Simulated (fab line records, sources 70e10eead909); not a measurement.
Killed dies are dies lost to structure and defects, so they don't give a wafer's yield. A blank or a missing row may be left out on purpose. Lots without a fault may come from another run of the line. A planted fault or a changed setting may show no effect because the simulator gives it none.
fab line records | flow nand_harc
record lots=12 wafers=36 last_day=33
route steps=1302 shown A_ONON_D1@443 A_CHANNEL_HOLE_D1@450 END@1302
lots that met no fault: from a run of the same line without faults
start_h: hours from the record's first day to the start of the lot's first wafer shown | wait_h: hours since the lot's step before | " the same as in the row above | L1.1+2: a row that stands for several wafers | - no value, or no start given | * or withheld: withheld | < > ~ a bound
route shown NAME@n: a module of which the file shows steps, and the number in the route of the first | usual: mean/standard deviation of fault-free wafers | same: alike in all rows | chamber/n: place in a boat | sites: the reading at each site | _std_site: their standard deviation | _edge_site: outer sites' mean less inner sites' | radius_mm: how far each site lies from the wafer's centre | mask NAME#n: copy n | behind: the tool/chamber that last shaped the wafer | hold: why the lot was held/for how many hours/how that ended | device: the transistor (n, p or np) that didn't switch | end of line: the same wafers' tests at the end of the route | a step without rows: its recipe alone | killed: dies lost to structure and defects at the first sort, not the wafer's yield | map: a wafer's dies, x killed, . not, _ none there
set.NAME: the setting as run; set.NAME@STEP: as run at that earlier step | model.NAME: the simulator's own value behind a step, which no gauge read
steps of the route over a sample of lots; a table a step, a row a wafer
services: from which hour (start_h, from the record's first day; less than 0 if before it) a tool's chamber was out of use, for how many hours, and why
## steps
# step NHARC_A_ONON_D1_THK_MEAS_27
# recipe thk_meas_gauge=ellipsometry
# usual thk_nm=1001/9.6
# columns lot.wafer tool chamber start_h wait_h thk_nm
L920.1 film_metro-01 - 176.69 - 1012
L920.2 " - " " 1012
L920.5 " - " " 1013
L924.4 film_metro-02 - 214.52 - 1018
L924.5 " - " " 1017
L924.6 " - " " 1018
L925.3 film_metro-01 - 221.23 - 990
L925.4 " - " " 990
L925.6 " - " " 989
L933.1 film_metro-02 - 301.56 - 1002
L933.2 " - " " 1001
L933.6 " - " " 1000
L935.2 film_metro-01 - 319.69 - 1021
L935.4 " - " " 1020
L935.5 " - " " 1022
L934.3 film_metro-02 - 319.69 - 999
L934.5 " - " " 1002
L934.6 " - " " 1002
L937.2 film_metro-02 - 339.81 - 991
L937.3 " - " " 991
L937.6 " - " " 991
L936.1 film_metro-01 - 339.82 - 1013
L936.2 " - " " 1014
L936.3 " - " " 1013
L939.3 film_metro-01 - 364.13 - 1003
L939.5 " - " " 1003
L939.6 " - " " 1003
L940.1 film_metro-01 - 377.78 - 1005
L940.4 " - " " 1005
L940.5 " - " " 1005
L941.1 film_metro-01 - 378.03 - 999
L941.4 " - " " 998
L941.5 " - " " 999
L942.4 film_metro-02 - 397.01 - 988
L942.5 " - " " 989
L942.6 " - " " 988
# step NHARC_A_ONON_D1_INSPECT_32
# usual raw_defect_count=62/18
# columns lot.wafer tool chamber start_h wait_h raw_defect_count
L920.1 defect_inspect-02 - 177.80 0.0 70
L920.2 " - " " 107
L920.5 " - " " 62
L924.4 defect_inspect-01 - 215.64 0.0 75
L924.5 " - " " 54
L924.6 " - " " 61
L925.3 defect_inspect-02 - 222.35 0.0 100
L925.4 " - " " 69
L925.6 " - " " 47
L933.1 defect_inspect-02 - 302.81 0.0 68
L933.2 " - " " 59
L933.6 " - " " 73
L935.2 defect_inspect-01 - 321.76 0.0 38
L935.4 " - " " 29
L935.5 " - " " 40
L934.3 defect_inspect-01 - 322.04 0.0 74
L934.5 " - " " 47
L934.6 " - " " 65
L937.2 defect_inspect-01 - 340.93 0.0 62
L937.3 " - " " 38
L937.6 " - " " 44
L936.1 defect_inspect-02 - 340.95 0.0 77
L936.2 " - " " 121
L936.3 " - " " 73
L939.3 defect_inspect-01 - 365.34 0.0 70
L939.5 " - " " 57
L939.6 " - " " 57
L940.1 defect_inspect-02 - 378.88 0.0 52
L940.4 " - " " 43
L940.5 " - " " 41
L941.1 defect_inspect-02 - 379.20 0.0 48
L941.4 " - " " 69
L941.5 " - " " 44
L942.4 defect_inspect-01 - 398.14 0.0 95
L942.5 " - " " 49
L942.6 " - " " 29
# step NHARC_A_CHANNEL_HOLE_D1_DEP_00
# recipe target_thk_a=31000 temp_c=400 material=aC
# usual throttle_valve_pct=34.998/0.0086
# columns lot.wafer tool chamber start_h wait_h throttle_valve_pct
L920.1 acl_dep-03 0 177.86 0.1 34.997
L920.2 " 0 " " 34.998
L920.5 " 0 " " 35.004
L924.4 acl_dep-03 0 216.65 1.0 34.999
L924.5 " 0 " " 34.980
L924.6 " 0 " " 34.983
L925.3 acl_dep-03 0 223.52 1.2 35.002
L925.4 " 0 " " 34.983
L925.6 " 0 " " 34.995
L933.1 acl_dep-02 0 305.51 2.7 34.998
L933.2 " 0 " " 34.992
L933.6 " 0 307.09 4.3 35.012
L935.2 acl_dep-02 0 322.14 0.4 35.000
L935.4 " 0 " " 35.007
L935.5 " 0 " " 34.988
L934.3 acl_dep-03 0 322.73 0.7 35.005
L934.5 " 0 " " 35.006
L934.6 " 0 " " 35.001
L936.1 acl_dep-03 0 341.01 0.1 34.989
L936.2 " 0 " " 35.002
L936.3 " 0 " " 34.999
L937.2 acl_dep-02 0 341.32 0.4 34.991
L937.3 " 0 " " 35.003
L937.6 " 0 " " 34.991
L939.3 acl_dep-01 0 366.07 0.7 34.997
L939.5 " 0 " " 34.994
L939.6 " 0 " " 35.021
L940.1 acl_dep-02 0 380.95 2.1 34.990
L940.4 " 0 " " 34.991
L940.5 " 0 " " 34.988
L941.1 acl_dep-03 0 382.10 2.9 34.987
L941.4 " 0 " " 34.993
L941.5 " 0 " " 34.996
L942.4 acl_dep-02 0 399.17 1.0 34.987
L942.5 " 0 " " 34.991
L942.6 " 0 " " 34.991
# step NHARC_A_CHANNEL_HOLE_D1_INSPECT_12
# usual raw_defect_count=4.9/2.6
# columns lot.wafer tool chamber start_h wait_h raw_defect_count
L920.1 defect_inspect-01 - 180.51 0.0 5
L920.2 " - " " 8
L920.5 " - " " 6
L924.4 defect_inspect-02 - 218.47 0.0 336
L924.5 " - " " 302
L924.6 " - " " 305
L925.3 defect_inspect-02 - 225.66 0.0 345
L925.4 " - " " 360
L925.6 " - " " 314
L933.1 defect_inspect-02 - 308.36 0.0 5
L933.2 " - " " 9
L933.6 " - " " 9
L935.2 defect_inspect-02 - 324.61 0.0 3
L935.4 " - " " 5
L935.5 " - " " 3
L934.3 defect_inspect-02 - 324.84 0.0 6
L934.5 " - " " 1
L934.6 " - " " 4
L937.2 defect_inspect-02 - 343.63 0.0 4
L937.3 " - " " 1
L937.6 " - " " 4
L936.1 defect_inspect-01 - 343.93 0.0 7
L936.2 " - " " 5
L936.3 " - " " 4
L939.3 defect_inspect-02 - 368.21 0.0 6
L939.5 " - " " 2
L939.6 " - " " 3
L940.1 defect_inspect-02 - 383.56 0.0 1
L940.4 " - " " 3
L940.5 " - " " 6
L941.1 defect_inspect-02 - 384.89 0.0 3
L941.4 " - " " 7
L941.5 " - " " 5
L942.4 defect_inspect-01 - 400.88 0.0 5
L942.5 " - " " 5
L942.6 " - " " 2
# step NHARC_A_CHANNEL_HOLE_D1_ETCH_19
# recipe bias_v=1200 source_w=2500 pressure_mtorr=15 time_s=34.5 ar_flow_sccm=375 c4f8_flow_sccm=28.8 o2_flow_sccm=96.2 temp_c=-20 target_depth_a=* chemistry=C4F8/O2/Ar
# usual drypump_motor_current_A=6.00/0.28 rf_fwd_power_W=2452/14 showerhead_plenum_p_Torr=3.73/0.062 temp_c=-20.00/0.092 throttle_valve_pct=37.038/0.0089
# columns lot.wafer tool chamber start_h wait_h drypump_motor_current_A rf_fwd_power_W rf_hours_counter_h showerhead_plenum_p_Torr temp_c throttle_valve_pct
L920.2 har_etch-01 1 181.76 0.1 6.18 2462 88 3.78 -19.88 37.028
L920.1 " 0 " " 6.16 2456 88 3.78 -20.10 37.033
L920.5 " 0 " " 6.16 2442 - 3.78 -20.06 37.039
L924.4 har_etch-02 1 219.76 0.1 6.19 2443 - 3.67 -19.88 37.034
L924.5 " 0 " " 5.51 2428 - 3.80 -20.03 37.017
L924.6 " 1 " " 6.20 2451 - 3.67 -19.87 37.042
L925.3 har_etch-01 0 228.96 2.1 6.15 2463 - 3.76 -20.02 37.033
L925.4 " 1 " " 6.21 2466 - 3.76 -20.03 37.041
L925.6 " 0 " " 6.16 2458 - 3.76 -20.24 37.021
L933.1 har_etch-02 1 311.06 1.5 6.12 2448 370 3.64 -20.00 37.032
L933.2 " 0 " " 5.55 2437 370 3.77 -19.87 37.055
L933.6 " 1 " " 6.15 2453 - 3.64 -19.95 37.026
L935.2 har_etch-01 0 325.87 0.1 6.16 2448 165 3.73 -19.87 37.031
L935.4 " 1 " " 6.18 2461 - 3.73 -19.94 37.031
L935.5 " 0 " " 6.15 2452 - 3.73 -20.02 37.036
L934.3 har_etch-02 1 329.56 3.5 6.13 2449 - 3.64 -19.87 37.035
L934.5 " 1 " " 6.19 2447 - 3.64 -19.86 37.030
L934.6 " 0 " " 5.55 2434 - 3.76 -19.90 37.037
L937.2 har_etch-02 0 345.02 0.1 5.54 2438 389 3.76 -19.96 37.033
L937.3 " 0 " " 5.53 2432 - 3.76 -19.91 37.034
L937.6 " 0 " " 5.53 2427 - 3.76 -20.00 37.058
L936.2 har_etch-01 1 345.45 0.1 6.20 2478 180 3.72 -19.94 37.025
L936.1 " 0 " " 6.16 2460 180 3.72 -20.12 37.045
L936.3 " 0 " " 6.16 2452 - 3.72 -19.94 37.023
L939.3 har_etch-02 0 371.90 2.5 5.53 2441 - 3.75 -19.95 37.035
L939.5 " 0 " " 5.53 2433 - 3.75 -19.92 37.040
L939.6 " 1 " " 6.21 2456 - 3.62 -19.99 37.017
L940.1 har_etch-01 1 388.29 3.6 6.16 2463 203 3.71 -19.98 37.028
L940.4 " 1 " " 6.17 2467 - 3.71 -19.80 37.031
L940.5 " 1 " " 6.20 2469 - 3.71 -19.98 37.046
L941.1 har_etch-01 1 392.43 6.4 6.20 2469 206 3.71 -20.04 37.044
L941.4 " 0 " " 6.16 2455 - 3.71 -20.05 37.032
L941.5 " 1 " " 6.18 2473 - 3.71 -19.98 37.043
L942.4 har_etch-01 1 402.36 0.1 6.19 2471 - 3.70 -20.04 37.041
L942.6 " 1 " " 6.16 2466 - 3.70 -20.17 37.033
L942.5 " 0 " " 6.16 2453 - 3.70 -19.79 37.028
# step NHARC_A_CHANNEL_HOLE_D1_INSPECT_40
# usual raw_defect_count=79/29
# columns lot.wafer tool chamber start_h wait_h raw_defect_count
L920.1 defect_inspect-01 - 187.47 - 33
L920.2 " - " " 39
L920.5 " - " " 55
L924.4 defect_inspect-02 - 225.39 - 432
L924.5 " - " " 394
L924.6 " - " " 403
L925.3 defect_inspect-02 - 234.64 - 402
L925.4 " - " " 432
L925.6 " - " " 368
L933.1 defect_inspect-01 - 316.78 - 126
L933.2 " - " " 103
L933.6 " - " " 94
L935.2 defect_inspect-01 - 331.54 - 50
L935.4 " - " " 67
L935.5 " - " " 62
L934.3 defect_inspect-01 - 335.21 - 116
L934.5 " - " " 95
L934.6 " - " " 115
L937.2 defect_inspect-02 - 350.69 - 108
L937.3 " - " " 87
L937.6 " - " " 104
L936.1 defect_inspect-02 - 351.21 - 56
L936.2 " - " " 80
L936.3 " - " " 106
L939.3 defect_inspect-02 - 377.70 - 148
L939.5 " - " " 111
L939.6 " - " " 104
L940.1 defect_inspect-01 - 393.97 - 83
L940.4 " - " " 69
L940.5 " - " " 57
L941.1 defect_inspect-02 - 398.28 - 69
L941.4 " - " " 61
L941.5 " - " " 52
L942.4 defect_inspect-02 - 408.22 - 70
L942.5 " - " " 65
L942.6 " - " " 53
# step NHARC_END_SORT_01
# recipe temp_c=25
# usual killed_at_array=55/17 killed_at_other=0.9/1.2 killed_at_periphery=3.7/2.5 killed_dies=59/18 killed_open=3.4/1.9 killed_short=2.6/1.6
# same gross_dies=677
# columns lot.wafer tool chamber start_h wait_h killed_at_array killed_at_other killed_at_periphery killed_dies killed_open killed_short
L925.3 prober-01 0 625.40 3.1 94 0 2 96 0 4
L925.4 prober-01 0 626.21 3.4 98 0 3 101 5 4
L925.6 prober-01 0 627.82 4.0 91 0 1 92 6 3
L924.4 prober-02 0 638.19 3.4 122 0 3 125 3 3
L924.5 prober-02 0 638.99 3.7 105 0 2 107 3 1
L924.6 prober-02 0 639.78 4.0 110 0 1 111 10 2
L936.1 prober-01 0 739.18 2.5 60 2 7 69 7 1
L936.2 prober-01 0 739.97 2.8 38 0 5 43 6 2
L936.3 prober-01 0 740.77 3.1 50 1 8 59 4 4
L939.3 prober-02 0 745.56 3.1 89 1 5 95 5 8
L939.5 prober-02 0 747.17 3.7 72 0 1 73 0 4
L939.6 prober-02 0 747.98 4.0 82 0 5 87 5 6
L941.1 prober-02 0 778.83 2.5 31 2 5 38 5 2
L941.4 prober-02 0 781.22 3.4 40 2 1 43 4 0
L941.5 prober-02 0 782.02 3.7 35 4 2 41 4 3
# killed by level:class
L925.3 A_CHANNEL_HOLE_D1:unspecified=76 A_CHANNEL_HOLE_D2:chamber_film_flake=6 A_CONTACT:chamber_film_flake=4 P_STI:chamber_film_flake=2 A_CHANNEL_HOLE_D1:chamber_film_flake=2 A_ONON_D1:geometric_particle:short=1 A_CHANNEL_HOLE_D1:geometric_particle:short=1 A_ONON_D2:geometric_particle:short=1
L925.4 A_CHANNEL_HOLE_D1:unspecified=76 A_CHANNEL_HOLE_D2:chamber_film_flake=7 A_CHANNEL_HOLE_D1:chamber_film_flake=3 A_CHANNEL_FILL_D1:geometric_particle:short=2 A_ONON_D2:geometric_particle:open=2 P_STI:chamber_film_flake=2 A_DECK1_JOINT:chamber_film_flake=2 P_M0:geometric_particle:open=1
L925.6 A_CHANNEL_HOLE_D1:unspecified=73 A_CHANNEL_HOLE_D1:chamber_film_flake=3 A_CHANNEL_HOLE_D2:chamber_film_flake=3 A_CHANNEL_FILL_D1:geometric_particle:open=2 A_BLC:geometric_particle:open=2 A_CONTACT:chamber_film_flake=2 A_CHANNEL_HOLE_D1:geometric_particle:short=1 A_CHANNEL_FILL_D2:geometric_particle:short=1
L924.4 A_CHANNEL_HOLE_D1:unspecified=76 A_SLIT:chamber_film_flake=18 A_CHANNEL_HOLE_D1:chamber_film_flake=8 A_STAIRCASE:chamber_film_flake=7 A_CONTACT:chamber_film_flake=5 A_WL_FILL:geometric_particle:short=3 A_CHANNEL_HOLE_D2:chamber_film_flake=3 P_STI:chamber_film_flake=2
L924.5 A_CHANNEL_HOLE_D1:unspecified=59 A_CHANNEL_HOLE_D1:chamber_film_flake=16 A_SLIT:chamber_film_flake=14 A_CHANNEL_HOLE_D2:chamber_film_flake=9 A_STAIRCASE:chamber_film_flake=3 P_CONTACT:geometric_particle:open=1 A_CHANNEL_HOLE_D1:geometric_particle:open=1 A_CHANNEL_FILL_D2:geometric_particle:open=1
L924.6 A_CHANNEL_HOLE_D1:unspecified=62 A_CHANNEL_HOLE_D1:chamber_film_flake=16 A_SLIT:chamber_film_flake=14 A_STAIRCASE:chamber_film_flake=3 A_ONON_D1:geometric_particle:open=2 A_DECK1_JOINT:geometric_particle:open=2 A_CHANNEL_HOLE_D2:chamber_film_flake=2 A_CONTACT:chamber_film_flake=2
L936.1 A_SLIT:chamber_film_flake=33 A_CHANNEL_HOLE_D1:chamber_film_flake=8 A_CHANNEL_HOLE_D2:chamber_film_flake=5 P_CONTACT:geometric_particle:open=3 A_CONTACT:chamber_film_flake=3 P_M1:chamber_film_flake=2 A_DECK1_JOINT:chamber_film_flake=2 A_WL_FILL:chamber_film_flake=2
L936.2 A_SLIT:chamber_film_flake=16 A_CHANNEL_HOLE_D1:chamber_film_flake=5 P_GATE:chamber_film_flake=3 A_CONTACT:chamber_film_flake=3 A_CHANNEL_HOLE_D2:chamber_film_flake=2 A_WL_FILL:chamber_film_flake=2 A_ONON_D1:geometric_particle:short=1 A_CHANNEL_FILL_D1:geometric_particle:short=1
L936.3 A_SLIT:chamber_film_flake=26 A_CHANNEL_HOLE_D1:chamber_film_flake=8 A_CONTACT:chamber_film_flake=4 P_GATE:chamber_film_flake=3 A_CHANNEL_HOLE_D2:chamber_film_flake=3 P_M1:chamber_film_flake=2 A_STAIRCASE:chamber_film_flake=2 P_STI:geometric_particle:open=1
L939.3 A_SLIT:chamber_film_flake=32 A_CHANNEL_HOLE_D1:chamber_film_flake=27 A_CONTACT:chamber_film_flake=10 A_STAIRCASE:chamber_film_flake=7 A_CHANNEL_FILL_D1:geometric_particle:short=3 A_ONON_D2:geometric_particle:short=2 P_GATE:geometric_particle:short=1 P_CONTACT:geometric_particle:open=1
L939.5 A_CHANNEL_HOLE_D1:chamber_film_flake=34 A_SLIT:chamber_film_flake=22 A_CONTACT:chamber_film_flake=7 A_STAIRCASE:chamber_film_flake=3 A_WL_FILL:chamber_film_flake=2 P_M2:geometric_particle:short=1 A_ONON_D1:geometric_particle:short=1 A_CHANNEL_FILL_D1:geometric_particle:short=1
L939.6 A_SLIT:chamber_film_flake=27 A_CHANNEL_HOLE_D1:chamber_film_flake=26 A_STAIRCASE:chamber_film_flake=9 A_CONTACT:chamber_film_flake=8 A_CHANNEL_FILL_D1:geometric_particle:short=2 P_GATE:chamber_film_flake=2 P_STI:geometric_particle:short=1 P_GATE:geometric_particle:open=1
L941.1 A_CHANNEL_HOLE_D1:chamber_film_flake=10 A_SLIT:chamber_film_flake=9 P_M1:chamber_film_flake=2 A_DECK1_JOINT:chamber_film_flake=2 A_STAIRCASE:chamber_film_flake=2 A_CONTACT:chamber_film_flake=2 HYBRID_BOND:chamber_film_flake=2 P_GATE:geometric_particle:open=1
L941.4 A_CHANNEL_HOLE_D1:chamber_film_flake=18 A_SLIT:chamber_film_flake=9 A_CONTACT:chamber_film_flake=4 A_DECK1_JOINT:chamber_film_flake=2 A_STAIRCASE:chamber_film_flake=2 HYBRID_BOND:chamber_film_flake=2 P_M1:geometric_particle:open=1 A_CHANNEL_FILL_D1:geometric_particle:open=1
L941.5 A_CHANNEL_HOLE_D1:chamber_film_flake=11 A_SLIT:chamber_film_flake=8 A_DECK1_JOINT:chamber_film_flake=4 A_CHANNEL_FILL_D1:geometric_particle:open=2 A_STAIRCASE:chamber_film_flake=2 A_CONTACT:chamber_film_flake=2 HYBRID_BOND:chamber_film_flake=2 THIN_TSV:chamber_film_flake=2
## services
# columns tool chamber start_h hours kind
acl_dep-01 - 185.00 13.0 pm
acl_dep-02 - 244.74 13.0 pm
acl_dep-01 - 262.39 0.1 repair
acl_dep-03 - 299.27 13.0 pm
acl_dep-01 - 367.34 13.0 pm
har_etch-02 - 377.00 17.0 pm
har_etch-02 0 377.00 17.0 vent_cycle
har_etch-02 1 377.00 17.0 vent_cycle
har_etch-02 0 394.00 - clean
har_etch-02 0 394.00 - consumable_replace:focus_ring
har_etch-02 1 394.00 - clean
har_etch-02 1 394.00 - consumable_replace:focus_ring
har_etch-02 1 394.00 - consumable_replace:showerhead
## key
first_sign step=NHARC_A_CHANNEL_HOLE_D1_INSPECT_12 reading=raw_defect_count direction=up sigmas=99+ usual=4.9 struck=327
effect step=NHARC_A_CHANNEL_HOLE_D1_INSPECT_40 reading=raw_defect_count direction=up sigmas=11 usual=79 struck=405
effect step=NHARC_END_SORT_01 reading=killed_at_array direction=up sigmas=2.8 usual=55 struck=103 wafers_moved=5
more_kills_born_at NHARC_A_CHANNEL_HOLE_D1_DEP_00@acl_dep-03=422
met_at NHARC_A_CHANNEL_HOLE_D1_DEP_00
struck_lots L924,L925
tester_left_out L924,L925
not_acting_at NHARC_A_ONON_D1_THK_MEAS_27,NHARC_A_ONON_D1_INSPECT_32,NHARC_A_CHANNEL_HOLE_D1_ETCH_19
onset_between 177.86 216.65
fault kind=chamber_particle_source tool=acl_dep-03 chamber=- onset_h=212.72 steps=NHARC_A_CHANNEL_HOLE_D1_DEP_00 rate_per_visit_cm2=0.51515 end_h=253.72
# tester_left_out: of these lots the tester's yield and bins aren't shown, on N5 and GAA mostly nor the transistor test; their killed dies are dies lost to structure and defects alone, not to doping, threshold or leakage, so they don't give the yield
